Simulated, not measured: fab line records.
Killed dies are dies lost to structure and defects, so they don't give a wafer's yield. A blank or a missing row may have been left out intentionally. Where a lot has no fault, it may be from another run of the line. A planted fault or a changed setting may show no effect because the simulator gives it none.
fab line records    flow n5-finfet
[record] lots = 24  wafers = 72  last-day = 19
route steps=1938 shown BEOL_M5@1183 BEOL_M6@1249 BEOL_M7@1281
lots untouched by any fault: they come from a run of this same line in which no faults occurred
start-h: hours from the record's opening day to when the first of the lot's shown wafers began    wait-h: how many hours have passed since the lot's step before this one    " the same as in the row above    L1.1+2: a row that stands for several wafers    - no value, or no start given    * or withheld: withheld    < > ~ a bound
route shown NAME@n: names a module that has steps shown in the file, with the first one's number in the route    usual: mean/standard deviation of fault-free wafers    same: alike in all rows    chamber/n: place in a boat    sites: readings site by site    _std_site: standard deviation of those values    _edge_site: inner sites' mean taken away from outer sites' mean    radius-mm: for every site, how far away it sits from the centre of the wafer    mask NAME#n: copy n    behind: tool/chamber where the wafer was last shaped    hold: the reason the lot was held/the length of the hold in hours/how it ended    device: the transistor (n, p or np) that didn't switch    end of line: the tests these same wafers got at the end of their route    for a step that has no rows: nothing shown but its recipe    killed: dies lost to structure and defects at the first sort, not the wafer's yield    map: a wafer's dies, marking killed ones x, the rest . and places with no die _
set.NAME: the setting as run; set.NAME@STEP: as run at that earlier step    model.NAME: the simulator's own value behind a step, which no gauge read
a sample of lots followed through the steps of the route, with each step as a table and each wafer as a row
services: from which hour (start-h, from the record's first day; less than 0 if before it) a tool's chamber was out of use, for how many hours, and why
[[steps]]
[step N5_BEOL_M5_SPUTTER_90]
[recipe] material = Cu  target-thk-a = 45  temp-c = -20  chamber-pressure-pa = 0.07  power-w = withheld  time-s = 8.29
[usual] chuck-sensor-temp-C = -16.1/0.64  throttle-valve-pct = 30.2/1.4
lot.wafer  tool            chamber  start-h  wait-h  chuck-sensor-temp-C  throttle-valve-pct
L074.2     pvd-sputter-03  -        192.47   3.6     -16.1                29.0
L074.3     "               -        "        "       -15.6                28.9
L074.5     "               -        "        "       -16.1                27.7
L075.3     pvd-sputter-02  -        197.76   0.5     -15.1                31.5
L075.4     "               -        "        "       -17.0                30.2
L075.6     "               -        "        "       -16.2                31.5
L077.1     pvd-sputter-03  -        240.99   0.5     -15.3                29.0
L077.2     "               -        "        "       -16.0                28.8
L077.5     "               -        "        "       -16.2                29.1
L078.2     pvd-sputter-03  -        245.42   0.5     -15.3                28.9
L078.3     "               -        "        "       -16.5                29.4
L078.6     "               -        "        "       -15.4                28.8
L076.1     pvd-sputter-02  -        251.45   0.5     -16.9                30.2
L076.5     "               -        "        "       -16.9                30.0
L076.6     "               -        "        "       -15.2                31.3
L083.1     pvd-sputter-01  -        253.17   0.5     -17.5                32.8
L083.2     "               -        "        "       -15.6                30.8
L083.5     "               -        "        "       -17.4                32.6
L081.1     pvd-sputter-02  -        261.12   0.5     -15.7                29.0
L081.2     "               -        "        "       -16.0                31.7
L081.4     "               -        "        "       -16.9                30.2
L080.1     pvd-sputter-01  -        262.50   0.5     -15.8                31.2
L080.3     "               -        "        "       -15.7                28.6
L080.4     "               -        "        "       -17.2                32.6
L079.1     pvd-sputter-01  -        267.96   0.5     -15.8                31.0
L079.2     "               -        "        "       -17.2                32.9
L079.3     "               -        "        "       -16.6                30.4
L082.1     pvd-sputter-01  -        272.99   0.5     -16.4                30.6
L082.2     "               -        "        "       -15.7                31.1
L082.5     "               -        "        "       -15.9                31.0
L084.2     pvd-sputter-02  -        285.06   0.5     -15.6                28.8
L084.4     "               -        "        "       -17.0                29.9
L084.6     "               -        "        "       -16.1                31.1
L085.3     pvd-sputter-01  -        288.61   0.5     -15.7                28.5
L085.5     "               -        "        "       -15.6                28.7
L085.6     "               -        "        "       -16.5                30.6
L086.1     pvd-sputter-02  -        290.87   0.5     -15.2                31.2
L086.2     "               -        "        "       -16.2                31.2
L086.4     "               -        "        "       -15.7                29.0
L087.4     pvd-sputter-01  -        294.44   0.5     -17.4                32.9
L087.5     "               -        "        "       -17.3                32.6
L087.6     "               -        "        "       -16.0                31.0
L088.1     pvd-sputter-02  -        295.29   0.5     -16.9                30.1
L088.2     "               -        "        "       -15.2                31.3
L088.4     "               -        "        "       -16.1                31.3
L091.1     pvd-sputter-02  -        309.46   0.5     -17.0                30.2
L091.3     "               -        "        "       -15.9                31.5
L091.6     "               -        "        "       -15.9                31.3
L089.1     pvd-sputter-01  -        317.81   0.5     -15.7                28.7
L089.3     "               -        "        "       -15.8                30.8
L089.5     "               -        "        "       -15.9                31.1
L093.1     pvd-sputter-03  -        330.31   0.5     -15.2                28.7
L093.3     "               -        "        "       -15.9                29.1
L093.5     "               -        "        "       -16.1                28.9
L090.1     pvd-sputter-03  -        335.26   0.5     -15.5                28.9
L090.2     "               -        "        "       -16.3                29.5
L090.4     "               -        "        "       -16.3                27.8
L092.3     pvd-sputter-01  -        335.51   0.5     -15.6                28.7
L092.4     "               -        "        "       -15.8                30.9
L092.5     "               -        "        "       -17.3                32.3
L094.1     pvd-sputter-02  -        337.20   0.5     -16.9                30.2
L094.2     "               -        "        "       -15.7                28.8
L094.5     "               -        "        "       -15.9                31.2
L095.1     pvd-sputter-01  -        345.18   0.5     -15.8                30.8
L095.5     "               -        "        "       -17.4                32.9
L095.6     "               -        "        "       -16.0                30.9
L096.3     pvd-sputter-02  -        360.44   0.5     -16.9                29.9
L096.5     "               -        "        "       -16.1                31.1
L096.6     "               -        "        "       -15.6                29.1
L097.1     pvd-sputter-03  -        362.53   0.5     -15.2                28.9
L097.3     "               -        "        "       -16.1                28.0
L097.5     "               -        "        "       -16.2                27.9
[step N5_BEOL_M6_DEGAS_44]
[recipe] ambient = vacuum  temp-c = 250  time-s = 60
[usual] heater-power-w = 340/32
lot.wafer  tool            chamber  start-h  wait-h  heater-power-w
L074.2     pvd-sputter-02  -        198.50   0.4     375
L074.3     "               -        "        "       315
L074.5     "               -        "        "       302
L075.3     pvd-sputter-03  -        202.90   0.2     363
L075.4     "               -        "        "       330
L075.6     "               -        "        "       300
L077.1     pvd-sputter-01  -        248.22   0.6     362
L077.2     "               -        "        "       334
L077.5     "               -        "        "       346
L078.2     pvd-sputter-03  -        252.58   0.5     309
L078.3     "               -        "        "       360
L078.6     "               -        "        "       339
L083.1     pvd-sputter-03  -        259.60   0.4     307
L083.2     "               -        "        "       348
L083.5     "               -        "        "       359
L076.1     pvd-sputter-03  -        259.68   0.4     367
L076.5     "               -        "        "       343
L076.6     "               -        "        "       302
L081.1     pvd-sputter-02  -        267.51   0.6     383
L081.2     "               -        "        "       301
L081.4     "               -        "        "       327
L080.1     pvd-sputter-02  -        268.92   0.4     319
L080.3     "               -        "        "       308
L080.4     "               -        "        "       376
L079.1     pvd-sputter-02  -        276.43   0.5     306
L079.2     "               -        "        "       312
L079.3     "               -        "        "       307
L082.1     pvd-sputter-01  -        280.01   0.7     334
L082.2     "               -        "        "       342
L082.5     "               -        "        "       432
L084.2     pvd-sputter-01  -        294.84   0.6     353
L084.4     "               -        "        "       331
L084.6     "               -        "        "       347
L086.1     pvd-sputter-03  -        299.60   0.7     336
L086.2     "               -        "        "       333
L086.4     "               -        "        "       306
L085.3     pvd-sputter-01  -        299.66   0.5     365
L085.5     "               -        "        "       339
L085.6     "               -        "        "       363
L087.4     pvd-sputter-03  -        300.70   0.1     362
L087.5     "               -        "        "       351
L087.6     "               -        "        "       360
L088.1     pvd-sputter-02  -        301.05   0.3     294
L088.2     "               -        "        "       377
L088.4     "               -        "        "       324
L091.1     pvd-sputter-03  -        317.12   0.4     337
L091.3     "               -        "        "       361
L091.6     "               -        "        "       345
L089.1     pvd-sputter-02  -        326.19   0.3     317
L089.3     "               -        "        "       302
L089.5     "               -        "        "       315
L093.1     pvd-sputter-01  -        339.37   1.4     339
L093.3     "               -        "        "       373
L093.5     "               -        "        "       425
L090.1     pvd-sputter-03  -        340.18   0.3     344
L090.2     "               -        "        "       351
L090.4     "               -        "        "       303
L094.1     pvd-sputter-02  -        347.23   1.4     317
L094.2     "               -        "        "       314
L094.5     "               -        "        "       306
L092.3     pvd-sputter-02  -        347.31   1.3     296
L092.4     "               -        "        "       380
L092.5     "               -        "        "       384
L095.1     pvd-sputter-02  -        352.82   0.9     295
L095.5     "               -        "        "       300
L095.6     "               -        "        "       373
L096.3     pvd-sputter-03  -        368.87   2.4     358
L096.5     "               -        "        "       332
L096.6     "               -        "        "       308
L097.1     pvd-sputter-02  -        370.76   0.7     322
L097.3     "               -        "        "       371
L097.5     "               -        "        "       321
[step N5_BEOL_M6_DEP_56]
[recipe] material = SiCN  target-thk-a = 100  temp-c = withheld  precursor = 3MS/NH3  pressure-torr = 3  rf-w = 202  time-s = 17.5
[usual] showerhead-plenum-p-Torr = 3.668/0.014  throttle-valve-pct = 9.2/0.5
lot.wafer  tool      chamber  start-h  wait-h  showerhead-plenum-p-Torr  throttle-valve-pct
L074.2     pecvd-03  0        200.11   0.0     3.683                     9.2
L074.3     "         1        "        "       3.673                     9.1
L074.5     "         2        "        "       3.667                     8.9
L075.3     pecvd-03  0        204.67   0.0     3.683                     9.3
L075.4     "         1        "        "       3.672                     9.2
L075.6     "         1        "        "       3.672                     9.2
L077.1     pecvd-01  2        252.40   0.0     3.665                     9.0
L077.2     "         1        "        "       3.663                     9.9
L077.5     "         0        "        "       3.672                     9.8
L078.2     pecvd-01  1        254.18   0.0     3.657                     9.9
L078.3     "         2        "        "       3.666                     8.6
L078.6     "         1        "        "       3.664                     9.9
L083.1     pecvd-04  1        262.26   0.0     3.680                     9.9
L083.2     "         0        "        "       3.650                     8.9
L083.5     "         1        "        "       3.682                     9.8
L076.1     pecvd-01  1        262.45   0.0     3.672                     9.9
L076.5     "         0        "        "       3.679                     9.6
L076.6     "         2        "        "       3.657                     8.6
L081.1     pecvd-04  0        269.28   0.0     3.646                     8.9
L081.2     "         1        "        "       3.672                     10.1
L081.4     "         0        "        "       3.644                     8.8
L080.1     pecvd-04  0        272.28   0.0     3.639                     8.8
L080.3     "         0        "        "       3.646                     8.9
L080.4     "         1        "        "       3.673                     10.0
L079.1     pecvd-03  0        279.22   0.0     3.685                     9.0
L079.2     "         2        "        "       3.669                     8.9
L079.3     "         1        "        "       3.673                     9.0
L082.1     pecvd-04  2        281.54   0.0     3.650                     8.3
L082.2     "         1        "        "       3.674                     9.9
L082.5     "         1        "        "       3.681                     9.7
L084.2     pecvd-04  1        296.51   0.0     3.672                     10.0
L084.4     "         1        "        "       3.677                     9.6
L084.6     "         0        "        "       3.645                     8.8
L086.1     pecvd-04  1        301.33   0.0     3.679                     9.9
L086.2     "         0        "        "       3.643                     9.0
L086.4     "         2        "        "       3.651                     8.5
L085.3     pecvd-03  2        301.62   0.0     3.675                     8.7
L085.5     "         2        "        "       3.673                     9.0
L085.6     "         1        "        "       3.672                     9.2
L087.4     pecvd-01  0        304.21   0.0     3.677                     9.7
L087.5     "         2        "        "       3.672                     8.9
L087.6     "         1        "        "       3.661                     9.6
L088.1     pecvd-03  0        304.49   0.0     3.674                     9.1
L088.2     "         2        "        "       3.671                     9.2
L088.4     "         0        "        "       3.679                     9.0
L091.1     pecvd-03  2        319.58   0.0     3.683                     8.9
L091.3     "         0        "        "       3.692                     9.0
L091.6     "         0        "        "       3.689                     9.2
L089.1     pecvd-04  2        329.84   0.0     3.658                     8.5
L089.3     "         0        "        "       3.649                     8.8
L089.5     "         0        "        "       3.650                     9.0
L093.1     pecvd-01  1        340.97   0.0     3.665                     10.0
L093.3     "         2        "        "       3.668                     9.0
L093.5     "         2        "        "       3.664                     8.6
L090.1     pecvd-01  2        342.13   0.0     3.666                     8.9
L090.2     "         0        "        "       3.686                     9.8
L090.4     "         0        "        "       3.675                     9.7
L094.1     pecvd-04  2        349.09   0.0     3.653                     8.3
L094.2     "         1        "        "       3.685                     10.1
L094.5     "         1        "        "       3.678                     9.8
L092.3     pecvd-04  1        349.36   0.0     3.681                     9.9
L092.4     "         2        "        "       3.644                     8.2
L092.5     "         1        "        "       3.684                     10.2
L095.1     pecvd-03  2        355.79   0.0     3.669                     9.3
L095.5     "         0        "        "       3.687                     9.0
L095.6     "         2        "        "       3.671                     9.0
L096.3     pecvd-03  1        370.56   0.0     3.680                     8.8
L096.5     "         1        "        "       3.675                     9.3
L096.6     "         0        "        "       3.683                     9.2
L097.1     pecvd-01  1        372.81   0.0     3.662                     10.1
L097.3     "         2        "        "       3.667                     8.8
L097.5     "         0        "        "       3.677                     9.5
[step N5_BEOL_M6_RS_MEAS_57]
[recipe] thk-meas-gauge = four-point-probe  reads = Cu_of_BEOL_M6_ECD_50+Co_of_BEOL_M6_CVD_78+TaN_of_BEOL_M6_ALD_77
[usual] M6_RS = 0.284/0.0094
lot.wafer  tool           chamber  start-h  wait-h  M6_RS[ohm/sq]
L074.2     film-metro-02  -        200.18   0.1     0.278
L074.3     "              -        "        "       0.272
L074.5     "              -        "        "       0.298
L075.3     film-metro-02  -        204.74   0.1     0.293
L075.4     "              -        "        "       0.294
L075.6     "              -        "        "       0.286
L077.1     film-metro-01  -        252.47   0.1     0.279
L077.2     "              -        "        "       0.274
L077.5     "              -        "        "       0.282
L078.2     film-metro-02  -        254.25   0.1     0.282
L078.3     "              -        "        "       0.270
L078.6     "              -        "        "       0.284
L083.1     film-metro-02  -        262.35   0.1     0.292
L083.2     "              -        "        "       0.278
L083.5     "              -        "        "       0.268
L076.1     film-metro-02  -        262.52   0.1     0.269
L076.5     "              -        "        "       0.271
L076.6     "              -        "        "       0.278
L081.1     film-metro-01  -        269.37   0.1     0.290
L081.2     "              -        "        "       0.300
L081.4     "              -        "        "       0.297
L080.1     film-metro-01  -        272.36   0.1     0.294
L080.3     "              -        "        "       0.282
L080.4     "              -        "        "       0.301
L079.1     film-metro-01  -        279.29   0.1     0.298
L079.2     "              -        "        "       0.279
L079.3     "              -        "        "       0.290
L082.1     film-metro-01  -        281.61   0.1     0.281
L082.2     "              -        "        "       0.282
L082.5     "              -        "        "       0.285
L084.2     film-metro-01  -        296.58   0.1     0.276
L084.4     "              -        "        "       0.282
L084.6     "              -        "        "       0.279
L086.1     film-metro-02  -        301.40   0.1     0.272
L086.2     "              -        "        "       0.293
L086.4     "              -        "        "       0.303
L085.3     film-metro-01  -        301.69   0.1     0.274
L085.5     "              -        "        "       0.282
L085.6     "              -        "        "       0.279
L087.4     film-metro-01  -        304.26   0.0     0.292
L087.5     "              -        "        "       0.285
L087.6     "              -        "        "       0.286
L088.1     film-metro-01  -        304.56   0.1     0.277
L088.2     "              -        "        "       0.277
L088.4     "              -        "        "       0.286
L091.1     film-metro-01  -        319.67   0.1     0.289
L091.3     "              -        "        "       0.277
L091.6     "              -        "        "       0.296
L089.1     film-metro-01  -        329.91   0.1     0.280
L089.3     "              -        "        "       0.277
L089.5     "              -        "        "       0.288
L093.1     film-metro-01  -        341.04   0.1     0.267
L093.3     "              -        "        "       0.292
L093.5     "              -        "        "       0.289
L090.1     film-metro-01  -        342.20   0.1     0.264
L090.2     "              -        "        "       0.294
L090.4     "              -        "        "       0.283
L094.1     film-metro-02  -        349.17   0.1     0.281
L094.2     "              -        "        "       0.271
L094.5     "              -        "        "       0.281
L092.3     film-metro-01  -        349.43   0.1     0.280
L092.4     "              -        "        "       0.295
L092.5     "              -        "        "       0.286
L095.1     film-metro-02  -        355.86   0.1     0.283
L095.5     "              -        "        "       0.284
L095.6     "              -        "        "       0.282
L096.3     film-metro-02  -        370.63   0.1     0.272
L096.5     "              -        "        "       0.298
L096.6     "              -        "        "       0.270
L097.1     film-metro-02  -        372.88   0.1     0.273
L097.3     "              -        "        "       0.288
L097.5     "              -        "        "       0.272
[step N5_BEOL_M7_ETCH_62]
[recipe] chemistry = N2/H2  target = SOC  target-depth-a = 1100  overetch-a = 220  mask-material = SiARC  temp-c = 40  time-s = 165  ion-energy-ev = 200  pressure-mtorr = 30  source-w = 840  bias-w = 150  n2-flow-sccm = 200  h2-flow-sccm = 200
[usual] drypump-motor-current-A = 5.73/0.29  oes-product-au = 0.66/0.069  rf-vpp-V = 523.0/2.4  showerhead-plenum-p-Torr = 2.51/0.086  throttle-valve-pct = 17.77/0.27
lot.wafer  tool         chamber  start-h  wait-h  drypump-motor-current-A  oes-product-au  rf-hours-counter-h  rf-vpp-V  showerhead-plenum-p-Torr  throttle-valve-pct
L074.2     rie-diel-06  3        202.89   0.0     5.43                     0.70            54                  527.4     2.69                      17.82
L074.3     "            1        "        "       6.27                     0.62            216                 520.3     2.42                      17.67
L074.5     "            3        "        "       5.40                     0.70            -                   528.8     2.69                      17.81
L075.3     rie-diel-01  3        206.20   0.0     5.86                     0.80            7                   524.9     2.57                      17.18
L075.4     "            0        "        "       5.66                     0.70            74                  520.8     2.47                      17.35
L075.6     "            0        "        "       5.66                     0.69            -                   520.8     2.47                      17.34
L077.1     rie-diel-01  3        253.96   0.0     5.86                     0.77            21                  524.2     2.56                      17.22
L077.2     "            2        "        "       5.68                     0.59            229                 526.2     2.63                      18.18
L077.5     "            1        "        "       6.14                     0.69            -                   524.6     2.58                      17.96
L078.2     rie-diel-05  1        256.85   0.0     5.23                     0.61            196                 519.6     2.40                      17.95
L078.3     "            0        "        "       5.79                     0.61            209                 523.0     2.50                      17.84
L078.6     "            0        "        "       5.79                     0.60            -                   522.9     2.50                      17.84
L083.1     rie-diel-05  0        264.20   0.0     5.80                     0.60            211                 523.2     2.50                      17.87
L083.2     "            3        "        "       5.76                     0.69            111                 523.1     2.46                      17.55
L083.5     "            2        "        "       5.67                     0.86            -                   521.9     2.50                      17.74
L076.1     rie-diel-01  1        264.47   0.0     6.13                     0.69            87                  525.7     2.58                      17.95
L076.5     "            0        "        "       5.64                     0.68            -                   521.8     2.46                      17.38
L076.6     "            3        "        "       5.85                     0.75            -                   526.0     2.56                      17.24
L081.1     rie-diel-05  3        272.41   0.0     5.78                     0.68            113                 521.5     2.46                      17.54
L081.2     "            1        "        "       5.19                     0.60            200                 519.3     2.40                      17.93
L081.4     "            0        "        "       5.80                     0.61            212                 524.8     2.50                      17.86
L080.1     rie-diel-06  2        275.69   0.0     6.03                     0.61            148                 523.1     2.46                      18.20
L080.3     "            0        "        "       5.88                     0.62            172                 525.9     2.63                      17.94
L080.4     "            3        "        "       5.41                     0.69            73                  526.8     2.68                      17.84
L079.1     rie-diel-06  1        281.85   0.0     6.27                     0.60            236                 520.9     2.41                      17.70
L079.2     "            0        "        "       5.90                     0.62            173                 526.0     2.63                      17.95
L079.3     "            2        "        "       6.00                     0.62            149                 521.1     2.46                      18.23
L082.1     rie-diel-05  0        284.83   0.0     5.77                     0.61            214                 524.4     2.50                      17.87
L082.2     "            3        "        "       5.76                     0.68            116                 520.9     2.46                      17.53
L082.5     "            1        "        "       5.19                     0.60            -                   521.0     2.40                      17.94
L084.2     rie-diel-01  0        298.65   0.0     5.68                     0.67            105                 521.2     2.45                      17.38
L084.4     "            2        "        "       5.67                     0.58            242                 525.0     2.62                      18.19
L084.6     "            1        "        "       6.15                     0.68            -                   523.6     2.58                      17.98
L086.1     rie-diel-06  2        304.20   0.0     5.98                     0.62            154                 521.8     2.46                      18.22
L086.2     "            1        "        "       6.26                     0.61            240                 518.6     2.41                      17.71
L086.4     "            0        "        "       5.88                     0.61            178                 526.7     2.63                      17.96
L085.3     rie-diel-01  0        304.39   0.0     5.65                     0.67            106                 520.8     2.45                      17.39
L085.5     "            3        "        "       5.85                     0.74            -                   525.7     2.56                      17.25
L085.6     "            0        "        "       5.68                     0.67            -                   520.8     2.45                      17.40
L087.4     rie-diel-05  0        307.86   0.0     5.80                     0.60            220                 523.7     2.50                      17.87
L087.5     "            0        "        "       5.78                     0.60            -                   523.3     2.50                      17.87
L087.6     "            3        "        "       5.77                     0.67            -                   520.1     2.46                      17.54
L088.1     rie-diel-05  0        308.11   0.0     5.78                     0.60            220                 523.9     2.50                      17.88
L088.2     "            1        "        "       5.18                     0.60            209                 519.5     2.39                      17.95
L088.4     "            3        "        "       5.74                     0.67            122                 522.4     2.46                      17.54
L091.1     rie-diel-06  3        322.71   0.0     5.42                     0.68            86                  527.4     2.68                      17.86
L091.3     "            2        "        "       6.04                     0.62            159                 521.0     2.46                      18.21
L091.6     "            0        "        "       5.93                     0.61            -                   525.9     2.62                      17.96
L089.1     rie-diel-01  0        331.74   0.0     5.68                     0.67            116                 520.2     2.45                      17.44
L089.3     "            3        "        "       5.85                     0.73            48                  526.7     2.55                      17.26
L089.5     "            3        "        "       5.85                     0.72            -                   525.9     2.55                      17.27
L093.1     rie-diel-06  2        342.62   0.0     6.00                     0.61            165                 519.4     2.45                      18.25
L093.3     "            3        "        "       5.42                     0.67            93                  526.1     2.68                      17.89
L093.5     "            3        "        "       5.40                     0.67            -                   528.3     2.68                      17.89
L090.1     rie-diel-05  3        344.18   0.0     5.76                     0.67            134                 522.1     2.45                      17.56
L090.2     "            1        "        "       5.18                     0.60            220                 520.8     2.39                      17.98
L090.4     "            2        "        "       5.68                     0.78            20                  520.7     2.49                      17.75
L094.1     rie-diel-01  0        351.82   0.0     5.66                     0.66            123                 522.1     2.45                      17.45
L094.2     "            3        "        "       5.85                     0.72            55                  524.5     2.55                      17.28
L094.5     "            0        "        "       5.67                     0.66            -                   520.7     2.45                      17.42
L092.3     rie-diel-05  0        352.34   0.0     5.78                     0.59            235                 523.4     2.49                      17.91
L092.4     "            1        "        "       5.18                     0.59            -                   519.2     2.39                      17.98
L092.5     "            3        "        "       5.77                     0.67            -                   522.1     2.45                      17.57
L095.1     rie-diel-01  2        357.81   0.0     5.67                     0.80            4                   525.3     2.62                      17.82
L095.5     "            0        "        "       5.71                     0.65            -                   520.4     2.45                      17.45
L095.6     "            3        "        "       5.86                     0.71            -                   526.7     2.55                      17.29
L096.3     rie-diel-05  0        372.63   0.0     5.81                     0.60            240                 523.2     2.49                      17.90
L096.5     "            2        "        "       5.65                     0.78            -                   521.5     2.49                      17.79
L096.6     "            1        "        "       5.19                     0.59            -                   521.0     2.39                      18.01
L097.1     rie-diel-05  3        375.36   0.0     5.77                     0.66            144                 521.3     2.45                      17.59
L097.3     "            2        "        "       5.68                     0.77            27                  522.5     2.49                      17.78
L097.5     "            1        "        "       5.20                     0.59            -                   520.7     2.39                      17.98
[step N5_BEOL_M7_ETCH_72]
[recipe] chemistry = N2/H2  target = underlayer  target-depth-a = 65  mask-material = CAR-EUV  time-s = 5.2  ion-energy-ev = 200  pressure-mtorr = 30  source-w = 840  bias-w = 150  n2-flow-sccm = 200  h2-flow-sccm = 200  ends = cleared
[usual] drypump-motor-current-A = 5.79/0.3  etch-rf-on-time-s = 5.22/0.17  oes-product-au = 0.66/0.065  rf-vpp-V = 524/3.2  showerhead-plenum-p-Torr = 2.53/0.1  throttle-valve-pct = 17.86/0.27
lot.wafer  tool         chamber  start-h  wait-h  drypump-motor-current-A  etch-rf-on-time-s  oes-product-au  rf-hours-counter-h  rf-vpp-V  showerhead-plenum-p-Torr  throttle-valve-pct
L074.2     rie-diel-05  2        203.93   0.0     5.66                     5.71               0.58            237                 523       2.50                      18.24
L074.3     "            0        "        "       5.76                     5.43               0.62            192                 526       2.51                      17.86
L074.5     "            3        "        "       5.75                     5.01               0.73            -                   521       2.47                      17.50
L075.3     rie-diel-06  2        209.87   0.0     6.02                     5.30               0.64            130                 522       2.47                      18.22
L075.4     "            3        "        "       5.41                     5.42               0.69            55                  527       2.69                      17.83
L075.6     "            2        "        "       6.01                     5.31               0.63            -                   521       2.47                      18.20
L077.1     rie-diel-06  1        255.11   0.0     6.28                     5.11               0.63            230                 521       2.42                      17.71
L077.2     "            2        "        "       6.04                     5.26               0.61            142                 523       2.46                      18.22
L077.5     "            0        "        "       5.88                     5.19               0.63            -                   525       2.63                      17.97
L078.2     rie-diel-06  1        258.53   0.0     6.25                     5.07               0.62            231                 521       2.42                      17.75
L078.3     "            2        "        "       6.03                     5.25               0.62            144                 520       2.46                      18.26
L078.6     "            3        "        "       5.41                     5.42               0.69            -                   528       2.69                      17.89
L076.1     rie-diel-06  0        266.16   0.0     5.92                     5.22               0.62            169                 529       2.63                      17.98
L076.5     "            1        "        "       6.24                     5.08               0.63            -                   521       2.42                      17.70
L076.6     "            2        "        "       6.05                     5.29               0.62            -                   521       2.46                      18.22
L083.1     rie-diel-06  0        267.85   0.0     5.92                     5.17               0.63            169                 528       2.63                      17.98
L083.2     "            3        "        "       5.39                     5.40               0.69            71                  527       2.69                      17.89
L083.5     "            3        "        "       5.40                     5.35               0.67            -                   528       2.69                      17.87
L081.1     rie-diel-06  0        274.61   0.0     5.92                     5.25               0.62            171                 527       2.63                      17.98
L081.2     "            1        "        "       6.30                     5.09               0.62            234                 521       2.41                      17.73
L081.4     "            3        "        "       5.42                     5.38               0.68            73                  527       2.68                      17.86
L080.1     rie-diel-01  0        278.47   0.0     5.67                     5.18               0.68            98                  523       2.46                      17.43
L080.3     "            2        "        "       5.66                     5.21               0.59            236                 528       2.63                      18.22
L080.4     "            3        "        "       5.86                     5.08               0.77            29                  526       2.56                      17.27
L079.1     rie-diel-05  3        285.33   0.0     5.76                     5.00               0.71            116                 520       2.46                      17.58
L079.2     "            1        "        "       5.16                     5.29               0.59            203                 520       2.40                      17.98
L079.3     "            0        "        "       5.81                     5.41               0.59            215                 525       2.50                      17.89
L082.1     rie-diel-01  3        287.78   0.0     5.85                     4.98               0.77            32                  524       2.56                      17.28
L082.2     "            0        "        "       5.66                     5.12               0.69            101                 520       2.46                      17.41
L082.5     "            2        "        "       5.66                     5.14               0.60            -                   524       2.62                      18.24
L084.2     rie-diel-06  0        299.50   0.0     5.93                     5.34               0.63            177                 529       2.63                      17.98
L084.4     "            2        "        "       6.00                     5.35               0.61            152                 521       2.46                      18.25
L084.6     "            3        "        "       5.40                     5.54               0.67            -                   527       2.68                      17.89
L086.1     rie-diel-06  1        306.63   0.0     6.30                     5.10               0.61            241                 522       2.41                      17.71
L086.2     "            0        "        "       5.87                     5.28               0.62            179                 527       2.62                      18.01
L086.4     "            3        "        "       5.42                     5.43               0.67            82                  528       2.68                      17.90
L085.3     rie-diel-05  3        306.68   0.0     5.77                     4.91               0.69            122                 520       2.46                      17.60
L085.5     "            3        "        "       5.78                     4.90               0.69            -                   522       2.46                      17.56
L085.6     "            0        "        "       5.79                     5.34               0.60            -                   523       2.50                      17.90
L087.4     rie-diel-06  3        311.24   0.0     5.43                     5.39               0.67            83                  527       2.68                      17.90
L087.5     "            1        "        "       6.24                     5.07               0.61            -                   522       2.41                      17.73
L087.6     "            2        "        "       6.01                     5.20               0.62            -                   520       2.46                      18.24
L088.1     rie-diel-05  1        311.84   0.0     5.15                     5.39               0.58            210                 520       2.39                      17.98
L088.2     "            2        "        "       5.66                     5.39               0.79            10                  522       2.49                      17.78
L088.4     "            0        "        "       5.77                     5.47               0.59            221                 522       2.50                      17.90
L091.1     rie-diel-05  2        325.30   0.0     5.67                     5.42               0.79            14                  521       2.49                      17.78
L091.3     "            0        "        "       5.82                     5.45               0.57            226                 525       2.50                      17.91
L091.6     "            2        "        "       5.67                     5.41               0.79            -                   523       2.49                      17.78
L089.1     rie-diel-06  1        335.39   0.0     6.29                     5.13               0.61            249                 521       2.41                      17.73
L089.3     "            3        "        "       5.42                     5.35               0.67            90                  529       2.68                      17.89
L089.5     "            1        "        "       6.29                     5.11               0.61            -                   518       2.41                      17.79
L093.1     rie-diel-01  3        343.56   0.0     5.87                     4.98               0.74            52                  525       2.55                      17.35
L093.3     "            0        "        "       5.67                     5.15               0.68            120                 520       2.45                      17.47
L093.5     "            0        "        "       5.64                     5.19               0.66            -                   522       2.45                      17.47
L090.1     rie-diel-05  1        345.04   0.0     5.17                     5.33               0.59            220                 520       2.39                      18.01
L090.2     "            3        "        "       5.76                     4.99               0.69            134                 521       2.45                      17.61
L090.4     "            3        "        "       5.77                     5.05               0.68            -                   520       2.45                      17.60
L094.1     rie-diel-06  3        352.76   0.0     5.41                     5.43               0.65            97                  528       2.67                      17.89
L094.2     "            2        "        "       5.99                     5.29               0.60            170                 519       2.45                      18.28
L094.5     "            3        "        "       5.41                     5.40               0.66            -                   525       2.67                      17.92
L092.3     rie-diel-01  2        355.96   0.0     5.67                     4.87               0.83            4                   525       2.62                      17.86
L092.4     "            2        "        "       5.67                     4.91               0.83            -                   525       2.62                      17.88
L092.5     "            3        "        "       5.84                     4.96               0.73            -                   524       2.55                      17.31
L095.1     rie-diel-05  0        360.43   0.0     5.82                     5.37               0.59            237                 525       2.49                      17.95
L095.5     "            3        "        "       5.75                     4.96               0.68            -                   521       2.45                      17.60
L095.6     "            2        "        "       5.66                     5.39               0.77            -                   522       2.49                      17.80
L096.3     rie-diel-06  2        374.31   0.0     6.00                     5.25               0.60            177                 525       2.45                      18.28
L096.5     "            0        "        "       5.89                     5.18               0.61            -                   529       2.61                      18.04
L096.6     "            1        "        "       6.22                     4.96               0.84            -                   528       2.73                      17.29
L097.1     rie-diel-06  3        378.24   0.0     5.40                     5.46               0.64            107                 528       2.67                      17.94
L097.3     "            0        "        "       5.93                     5.22               0.61            205                 528       2.61                      18.03
L097.5     "            3        "        "       5.43                     5.47               0.64            -                   526       2.67                      17.92
[[services]]
tool         chamber  start-h  hours  kind
rie-diel-05  2        176.92   13.9   repair
rie-diel-06  0        177.68   4.9    repair
rie-diel-06  -        185.73   0.7    repair
rie-diel-01  3        191.61   6.5    repair
rie-diel-01  1        226.27   14.9   repair
rie-diel-01  3        231.16   2.1    repair
rie-diel-01  1        243.55   4.0    repair
rie-diel-05  2        245.07   -      clean
rie-diel-05  2        245.07   -      consumable-replace:focus-ring
pecvd-03     -        246.62   0.8    repair
pecvd-04     2        262.03   15.0   repair
pecvd-04     -        269.34   2.8    pm
rie-diel-05  2        283.64   2.9    repair
rie-diel-05  2        290.80   7.5    repair
rie-diel-06  1        338.94   -      clean
rie-diel-06  1        338.94   -      consumable-replace:focus-ring
rie-diel-06  1        338.94   -      consumable-replace:showerhead
rie-diel-06  1        338.94   19.4   scheduled-down
rie-diel-06  1        338.94   19.4   vent-cycle
rie-diel-05  2        344.91   8.1    repair
rie-diel-01  1        352.91   9.1    repair
pecvd-01     1        355.77   5.0    repair
rie-diel-01  0        360.33   9.2    repair
pecvd-04     -        363.16   6.0    pm
[[key]]
fault none
